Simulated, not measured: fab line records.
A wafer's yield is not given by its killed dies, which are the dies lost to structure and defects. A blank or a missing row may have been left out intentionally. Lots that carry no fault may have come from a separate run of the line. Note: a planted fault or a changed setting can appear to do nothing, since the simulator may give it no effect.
Lot-split experiment / flow n5_finfet / 21 wafers read across 7 lots, on a route 1938 steps long

## SPLIT DETAILS
At N5_SD_EPI_N_ETCH_45 (etches SiOCN in CH3F/O2, target depth 6 nm), the setting target_depth_a was moved away from the recipe's 60 angstrom on 5 of the 21 wafers read, by -7.9% to +9.6%. For the rest of the wafers, this setting stayed at what the recipe calls for.

The reading comes from the split's own step.

## THE READING
etch.depth_nm (the simulator's own value, which no gauge read), in nm, at N5_SD_EPI_N_ETCH_45 (etches SiOCN in CH3F/O2, target depth 6 nm). The file gives no usual value for it. Here, 16 wafers ran the recipe; their average is 5.964 nm with a standard deviation of 0.12 nm.

wafer=L074.3; tool, chamber at the split=rie_diel-03, 1; target_depth_a as run, angstrom=60; against the recipe=recipe; etch.depth_nm, nm=5.794; against lot-mates on the recipe=-
wafer=L074.5; tool, chamber at the split=rie_diel-03, 3; target_depth_a as run, angstrom=60; against the recipe=recipe; etch.depth_nm, nm=5.944; against lot-mates on the recipe=-
wafer=L074.6; tool, chamber at the split=rie_diel-03, 1; target_depth_a as run, angstrom=60; against the recipe=recipe; etch.depth_nm, nm=5.818; against lot-mates on the recipe=-
wafer=L076.2; tool, chamber at the split=rie_diel-03, 3; target_depth_a as run, angstrom=65.74; against the recipe=+9.6%; etch.depth_nm, nm=6.482; against lot-mates on the recipe=+0.644
wafer=L076.4; tool, chamber at the split=rie_diel-03, 3; target_depth_a as run, angstrom=65.74; against the recipe=+9.6%; etch.depth_nm, nm=6.556; against lot-mates on the recipe=+0.718
wafer=L076.5; tool, chamber at the split=rie_diel-03, 1; target_depth_a as run, angstrom=60; against the recipe=recipe; etch.depth_nm, nm=5.838; against lot-mates on the recipe=-
wafer=L087.1; tool, chamber at the split=rie_diel-04, 2; target_depth_a as run, angstrom=60; against the recipe=recipe; etch.depth_nm, nm=6.016; against lot-mates on the recipe=-
wafer=L087.5; tool, chamber at the split=rie_diel-04, 1; target_depth_a as run, angstrom=60; against the recipe=recipe; etch.depth_nm, nm=5.869; against lot-mates on the recipe=-
wafer=L087.6; tool, chamber at the split=rie_diel-04, 0; target_depth_a as run, angstrom=60; against the recipe=recipe; etch.depth_nm, nm=6.029; against lot-mates on the recipe=-
wafer=L088.1; tool, chamber at the split=rie_diel-03, 0; target_depth_a as run, angstrom=60; against the recipe=recipe; etch.depth_nm, nm=5.982; against lot-mates on the recipe=-
wafer=L088.3; tool, chamber at the split=rie_diel-03, 1; target_depth_a as run, angstrom=60; against the recipe=recipe; etch.depth_nm, nm=5.767; against lot-mates on the recipe=-
wafer=L088.6; tool, chamber at the split=rie_diel-03, 0; target_depth_a as run, angstrom=60; against the recipe=recipe; etch.depth_nm, nm=5.945; against lot-mates on the recipe=-
wafer=L090.3; tool, chamber at the split=rie_diel-03, 0; target_depth_a as run, angstrom=55.25; against the recipe=-7.9%; etch.depth_nm, nm=5.509; against lot-mates on the recipe=-0.487
wafer=L090.4; tool, chamber at the split=rie_diel-03, 2; target_depth_a as run, angstrom=60; against the recipe=recipe; etch.depth_nm, nm=5.996; against lot-mates on the recipe=-
wafer=L090.6; tool, chamber at the split=rie_diel-03, 3; target_depth_a as run, angstrom=55.25; against the recipe=-7.9%; etch.depth_nm, nm=5.462; against lot-mates on the recipe=-0.534
wafer=L091.2; tool, chamber at the split=rie_diel-04, 2; target_depth_a as run, angstrom=60; against the recipe=recipe; etch.depth_nm, nm=6.068; against lot-mates on the recipe=-
wafer=L091.3; tool, chamber at the split=rie_diel-04, 3; target_depth_a as run, angstrom=60; against the recipe=recipe; etch.depth_nm, nm=6.187; against lot-mates on the recipe=-
wafer=L091.5; tool, chamber at the split=rie_diel-04, 0; target_depth_a as run, angstrom=60; against the recipe=recipe; etch.depth_nm, nm=6.077; against lot-mates on the recipe=-
wafer=L092.3; tool, chamber at the split=rie_diel-04, 0; target_depth_a as run, angstrom=60; against the recipe=recipe; etch.depth_nm, nm=6.019; against lot-mates on the recipe=-
wafer=L092.5; tool, chamber at the split=rie_diel-04, 3; target_depth_a as run, angstrom=57.75; against the recipe=-3.7%; etch.depth_nm, nm=5.938; against lot-mates on the recipe=-0.112
wafer=L092.6; tool, chamber at the split=rie_diel-04, 0; target_depth_a as run, angstrom=60; against the recipe=recipe; etch.depth_nm, nm=6.08; against lot-mates on the recipe=-

FIT RESULTS
A straight line over all 21 wafers: etch.depth_nm changes by +0.0567 nm for each +1% of target_depth_a; r = +0.90; the points scatter about the line by 0.12 nm.
The same after taking each lot's own level away (the mean of its wafers on the recipe; 21 wafers): +0.0668 nm for each +1%; r = +0.97; scatter 0.069 nm.
That fit puts the effect of the largest move of target_depth_a on the reading at 0.64 nm.
The span of the lots' own levels, 5.8380 to 6.1107 nm, comes to 2.4 times the standard deviation stated above.
So the slope is not independent of the lot-to-lot level: the two fits are not the same.
Check: +0.655 nm against its lot-mates is what the line predicts for one of the wafers moved furthest among these (+9.6%) when that wafer is left out of the fit. Against them it came out at +0.644 nm.

## THE OTHER SPLITS THESE WAFERS WENT THROUGH
These wafers also went through other splits before the reading. Each is held against what the fit with the lots' levels taken away leaves over:
other split on the same wafers=N5_STI_FIN_REVEAL_PRECLEAN_17 time_s; wafers away from the commonest value=10; r with etch.depth_nm (lot level and that fit taken away)=-0.29
other split on the same wafers=N5_SD_EPI_N_DEVELOP_08 develop_time_s; wafers away from the commonest value=5; r with etch.depth_nm (lot level and that fit taken away)=-0.18

## FILE'S OWN FIT
etch.depth_nm changes by +0.0653 nm for each +1% of target_depth_a, r = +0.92.
